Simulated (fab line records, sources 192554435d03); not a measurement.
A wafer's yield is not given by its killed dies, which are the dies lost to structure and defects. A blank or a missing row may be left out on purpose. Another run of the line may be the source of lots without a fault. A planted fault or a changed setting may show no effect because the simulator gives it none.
Split-lot study || flow n5_finfet || 21 wafers read from 7 lots, route of 1938 steps

THE SPLIT
At N5_FIN_SAQP_HM_DEP_03 (deposits SiNx from SiH4/NH3/N2, target thk 38 nm, time 33.6 s), the setting time_s was moved away from the recipe's 33.6 s on 5 of the 21 wafers read, by -12.7% to +13.9%. For the rest of the wafers, this setting stayed at what the recipe calls for.

FROM THE SPLIT TO THE READING: what the file shows between them, 14 steps
- N5_FIN_SAQP_THK_MEAS_05
- N5_FIN_SAQP_PECVD_48: deposits SiNx from SiH4/NH3/N2, target thk 25 nm, time 22.1 s (also split here: time_s)
- N5_FIN_SAQP_PECVD_06: deposits a-Si from SiH4/He, target thk 60 nm, time 48.1 s
- N5_FIN_SAQP_MANDREL1_REMOVE_56: chemistry HBr/Cl2/O2, target a-Si, stops on SiNx, bt time 10 s
- N5_FIN_SAQP_ETCH_57: etches SiNx in CH3F/O2, target depth 32.5 nm, time 46.4 s
- N5_FIN_SAQP_ETCH_65: etches SiO2 in CF4, target depth 4 nm, time 4.4 s
- N5_FIN_SAQP_MANDREL_ETCH_58: etches a-Si in HBr/Cl2, stops on SiNx, target depth 45 nm, bt time 10 s, time 27 s
- N5_FIN_SAQP_SPACER2_ALD_28: deposits SiO2, target thk 8.1 nm, pulse time 1 s, purge time 2 s
- N5_FIN_SAQP_SPACER2_ETCHBACK_29: etches SiO2 in CHF3/O2, target depth 12.2 nm, time 6.1 s
- N5_FIN_SAQP_MANDREL2_REMOVE_60: chemistry HBr/Cl2/O2, target a-Si, stops on SiNx, bt time 10 s
- N5_FIN_SAQP_HM_OPEN_33: chemistry CH3F/O2, target SiNx, target depth 49.4 nm, time 70.6 s
- N5_FIN_SAQP_ETCH_34: etches SiO2 in C4F6/O2, target depth 45 nm, time 15 s
- N5_FIN_SAQP_STRIP_77: strips in N2/H2, time 90 s
- N5_FIN_SAQP_ETCH_64: etches SiO2 in CF4, target depth 1.5 nm

THE READING
SiNx_of_FIN_SAQP_HM_DEP_03.thk_nm (the simulator's own value, which no gauge read), in nm, at N5_FIN_SAQP_FIN_ETCH_36 (etches the open film in HBr/Cl2/O2, target depth 120 nm, time 50.4 s). There is no usual value for it anywhere in the file. Average 21.2 nm, standard deviation 0.55 nm, over the 16 wafers here run with the recipe.

{"wafer": "L077.2", "tool, chamber at the split": "pecvd-02, 1", "time_s as run, s": 33.6, "against the recipe": "recipe", "SiNx_of_FIN_SAQP_HM_DEP_03.thk_nm, nm": 21.2, "against lot-mates on the recipe": "-"}
{"wafer": "L077.4", "tool, chamber at the split": "pecvd-02, 1", "time_s as run, s": 33.6, "against the recipe": "recipe", "SiNx_of_FIN_SAQP_HM_DEP_03.thk_nm, nm": 21.8, "against lot-mates on the recipe": "-"}
{"wafer": "L077.5", "tool, chamber at the split": "pecvd-02, 1", "time_s as run, s": 33.6, "against the recipe": "recipe", "SiNx_of_FIN_SAQP_HM_DEP_03.thk_nm, nm": 22, "against lot-mates on the recipe": "-"}
{"wafer": "L082.1", "tool, chamber at the split": "pecvd-04, 1", "time_s as run, s": 32.12, "against the recipe": "-4.4%", "SiNx_of_FIN_SAQP_HM_DEP_03.thk_nm, nm": 19, "against lot-mates on the recipe": -2.3}
{"wafer": "L082.2", "tool, chamber at the split": "pecvd-04, 2", "time_s as run, s": 33.6, "against the recipe": "recipe", "SiNx_of_FIN_SAQP_HM_DEP_03.thk_nm, nm": 21.2, "against lot-mates on the recipe": "-"}
{"wafer": "L082.4", "tool, chamber at the split": "pecvd-04, 1", "time_s as run, s": 33.6, "against the recipe": "recipe", "SiNx_of_FIN_SAQP_HM_DEP_03.thk_nm, nm": 21.4, "against lot-mates on the recipe": "-"}
{"wafer": "L083.2", "tool, chamber at the split": "pecvd-04, 0", "time_s as run, s": 33.6, "against the recipe": "recipe", "SiNx_of_FIN_SAQP_HM_DEP_03.thk_nm, nm": 20.8, "against lot-mates on the recipe": "-"}
{"wafer": "L083.4", "tool, chamber at the split": "pecvd-04, 2", "time_s as run, s": 33.6, "against the recipe": "recipe", "SiNx_of_FIN_SAQP_HM_DEP_03.thk_nm, nm": 21.6, "against lot-mates on the recipe": "-"}
{"wafer": "L083.5", "tool, chamber at the split": "pecvd-04, 0", "time_s as run, s": 33.6, "against the recipe": "recipe", "SiNx_of_FIN_SAQP_HM_DEP_03.thk_nm, nm": 21.4, "against lot-mates on the recipe": "-"}
{"wafer": "L086.1", "tool, chamber at the split": "pecvd-01, 0", "time_s as run, s": 29.32, "against the recipe": "-12.7%", "SiNx_of_FIN_SAQP_HM_DEP_03.thk_nm, nm": 16.4, "against lot-mates on the recipe": -4.2}
{"wafer": "L086.3", "tool, chamber at the split": "pecvd-01, 1", "time_s as run, s": 33.6, "against the recipe": "recipe", "SiNx_of_FIN_SAQP_HM_DEP_03.thk_nm, nm": 20.2, "against lot-mates on the recipe": "-"}
{"wafer": "L086.5", "tool, chamber at the split": "pecvd-01, 1", "time_s as run, s": 33.6, "against the recipe": "recipe", "SiNx_of_FIN_SAQP_HM_DEP_03.thk_nm, nm": 21, "against lot-mates on the recipe": "-"}
{"wafer": "L087.1", "tool, chamber at the split": "pecvd-02, 2", "time_s as run, s": 38.27, "against the recipe": "+13.9%", "SiNx_of_FIN_SAQP_HM_DEP_03.thk_nm, nm": 26.8, "against lot-mates on the recipe": "+5.1"}
{"wafer": "L087.2", "tool, chamber at the split": "pecvd-02, 0", "time_s as run, s": 33.6, "against the recipe": "recipe", "SiNx_of_FIN_SAQP_HM_DEP_03.thk_nm, nm": 21.6, "against lot-mates on the recipe": "-"}
{"wafer": "L087.4", "tool, chamber at the split": "pecvd-02, 0", "time_s as run, s": 33.6, "against the recipe": "recipe", "SiNx_of_FIN_SAQP_HM_DEP_03.thk_nm, nm": 21.8, "against lot-mates on the recipe": "-"}
{"wafer": "L090.2", "tool, chamber at the split": "pecvd-04, 0", "time_s as run, s": 34.87, "against the recipe": "+3.8%", "SiNx_of_FIN_SAQP_HM_DEP_03.thk_nm, nm": 21.6, "against lot-mates on the recipe": "+0.8"}
{"wafer": "L090.3", "tool, chamber at the split": "pecvd-04, 1", "time_s as run, s": 33.6, "against the recipe": "recipe", "SiNx_of_FIN_SAQP_HM_DEP_03.thk_nm, nm": 20.8, "against lot-mates on the recipe": "-"}
{"wafer": "L090.5", "tool, chamber at the split": "pecvd-04, 2", "time_s as run, s": 34.87, "against the recipe": "+3.8%", "SiNx_of_FIN_SAQP_HM_DEP_03.thk_nm, nm": 23, "against lot-mates on the recipe": "+2.2"}
{"wafer": "L092.1", "tool, chamber at the split": "pecvd-04, 2", "time_s as run, s": 33.6, "against the recipe": "recipe", "SiNx_of_FIN_SAQP_HM_DEP_03.thk_nm, nm": 21, "against lot-mates on the recipe": "-"}
{"wafer": "L092.2", "tool, chamber at the split": "pecvd-04, 0", "time_s as run, s": 33.6, "against the recipe": "recipe", "SiNx_of_FIN_SAQP_HM_DEP_03.thk_nm, nm": 20.2, "against lot-mates on the recipe": "-"}
{"wafer": "L092.4", "tool, chamber at the split": "pecvd-04, 2", "time_s as run, s": 33.6, "against the recipe": "recipe", "SiNx_of_FIN_SAQP_HM_DEP_03.thk_nm, nm": 22, "against lot-mates on the recipe": "-"}

THE FIT
A straight line over all 21 wafers: SiNx_of_FIN_SAQP_HM_DEP_03.thk_nm changes by +0.389 nm for each +1% of time_s; r = +0.95; the points scatter about the line by 0.58 nm.
The same after taking each lot's own level away (the mean of its wafers on the recipe; 21 wafers): +0.362 nm for each +1%; r = +0.96; scatter 0.48 nm.
On that fit, the largest move of time_s shifts the reading by 5 nm.
The span of the lots' own levels, 20.60 to 21.70 nm, comes to 2.0 times the standard deviation stated above.
Hence the lot-to-lot level has little effect on the slope; both slopes agree.
Check: +4.95 nm against its lot-mates is what the line predicts for one of the wafers moved furthest among these (+13.9%) when that wafer is left out of the fit. It came out at +5.1 nm against them.

FURTHER SPLITS ON THESE WAFERS
Before the reading, these wafers also passed through other splits. Each is held against what the fit with the lots' levels taken away leaves over:
{"other split on the same wafers": "N5_ZERO_LAYER_EXPOSE_08 dose_mj", "wafers away from the commonest value": 6, "r with SiNx_of_FIN_SAQP_HM_DEP_03.thk_nm (lot level and that fit taken away)": "+0.17"}
{"other split on the same wafers": "N5_ZERO_LAYER_DEVELOP_10 develop_time_s", "wafers away from the commonest value": 9, "r with SiNx_of_FIN_SAQP_HM_DEP_03.thk_nm (lot level and that fit taken away)": "+0.01"}
{"other split on the same wafers": "N5_FIN_SAQP_PECVD_48 time_s", "wafers away from the commonest value": 7, "r with SiNx_of_FIN_SAQP_HM_DEP_03.thk_nm (lot level and that fit taken away)": -0.24}

THE WHOLE CHAIN: every reading that the file lists as answering this split, in the file's order
{"step": "N5_FIN_SAQP_HM_DEP_03", "what it does": "deposits SiNx from SiH4/NH3/N2, target thk 38 nm, time 33.6 s", "reading": "SiNx_of_FIN_SAQP_HM_DEP_03.thk_nm (the simulator's own value, which no gauge read)", "change (the file's fit)": "+0.346 nm for each +1% of the setting", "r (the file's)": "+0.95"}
{"step": "N5_FIN_SAQP_THK_MEAS_05", "what it does": "", "reading": "thk_nm", "change (the file's fit)": "withheld for each +1% of the setting", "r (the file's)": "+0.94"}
{"step": "N5_FIN_SAQP_MANDREL2_REMOVE_60", "what it does": "chemistry HBr/Cl2/O2, target a-Si, stops on SiNx, bt time 10 s", "reading": "SiNx_of_FIN_SAQP_HM_DEP_03.thk_nm (the simulator's own value, which no gauge read)", "change (the file's fit)": "+0.341 nm for each +1% of the setting", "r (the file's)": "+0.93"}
{"step": "N5_FIN_SAQP_HM_OPEN_33", "what it does": "chemistry CH3F/O2, target SiNx, target depth 49.4 nm, time 70.6 s", "reading": "etch_rf_on_time_s", "change (the file's fit)": "withheld for each +1% of the setting", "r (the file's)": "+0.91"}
{"step": "N5_FIN_SAQP_HM_OPEN_33", "what it does": "chemistry CH3F/O2, target SiNx, target depth 49.4 nm, time 70.6 s", "reading": "etch.depth_nm (the simulator's own value, which no gauge read)", "change (the file's fit)": "+0.347 nm for each +1% of the setting", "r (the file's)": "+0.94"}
{"step": "N5_FIN_SAQP_FIN_ETCH_36", "what it does": "etches the open film in HBr/Cl2/O2, target depth 120 nm, time 50.4 s", "reading": "SiNx_of_FIN_SAQP_HM_DEP_03.thk_nm (the simulator's own value, which no gauge read)", "change (the file's fit)": "+0.36 nm for each +1% of the setting", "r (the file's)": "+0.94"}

THE FILE'S OWN FIT
SiNx_of_FIN_SAQP_HM_DEP_03.thk_nm changes by +0.36 nm for each +1% of time_s, r = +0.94.
